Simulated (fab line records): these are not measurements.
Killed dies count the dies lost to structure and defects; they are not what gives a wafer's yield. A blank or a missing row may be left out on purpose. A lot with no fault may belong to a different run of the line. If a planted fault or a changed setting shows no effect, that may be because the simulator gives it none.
Chamber matching / flow n5_finfet / pecvd-04 running N5_BEOL_M8_ILD_DEP_00: 3 sister chambers
The step deposits SiCOH lowk from DEMS/porogen, target thk 179.75 nm, time 33.4 s. 3 wafers are shown with their chamber, then 8 later ones without.

== WAFERS PAIRED WITH THEIR CHAMBERS ==
wafer=L078.3; chamber=1; throttle_valve_pct (%)=13.3
wafer=L084.4; chamber=2; throttle_valve_pct (%)=13.0
wafer=L085.3; chamber=0; throttle_valve_pct (%)=15.2

== WAFERS WHOSE CHAMBER IS MISSING ==
wafer=L085.4; throttle_valve_pct (%)=13.1
wafer=L085.6; throttle_valve_pct (%)=12.8
wafer=L086.1; throttle_valve_pct (%)=13.3
wafer=L086.2; throttle_valve_pct (%)=13.1
wafer=L086.6; throttle_valve_pct (%)=15.2
wafer=L096.1; throttle_valve_pct (%)=15.2
wafer=L096.5; throttle_valve_pct (%)=15.3
wafer=L096.6; throttle_valve_pct (%)=13.0

== WHICH CHAMBER EACH ONE RAN IN ==
wafer=L085.4; from the rows above=can't be placed: 2 or 1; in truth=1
wafer=L085.6; from the rows above=2; in truth=2
wafer=L086.1; from the rows above=1; in truth=1
wafer=L086.2; from the rows above=can't be placed: 2 or 1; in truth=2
wafer=L086.6; from the rows above=0; in truth=0
wafer=L096.1; from the rows above=0; in truth=0
wafer=L096.5; from the rows above=0; in truth=0
wafer=L096.6; from the rows above=2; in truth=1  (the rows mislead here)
Placed correctly: 5 of 8. Unplaceable from these rows: 2, with the true chamber sitting among the candidates in 2. Wrongly placed: 1.
How it was worked out, from the rows above alone: a wafer's distance from a chamber is the root of the sum, over the readings, of the square of ((its reading less the chamber's mean) divided by the reading's scatter). The wafer belongs to the nearest chamber; if the next one is less than 2 further off, it can't be placed. A chamber's mean is the mean of its shown wafers. The scatter (one wafer shown for each chamber): square how far every hidden wafer sits from the nearest shown wafer, average those squares and take the square root.
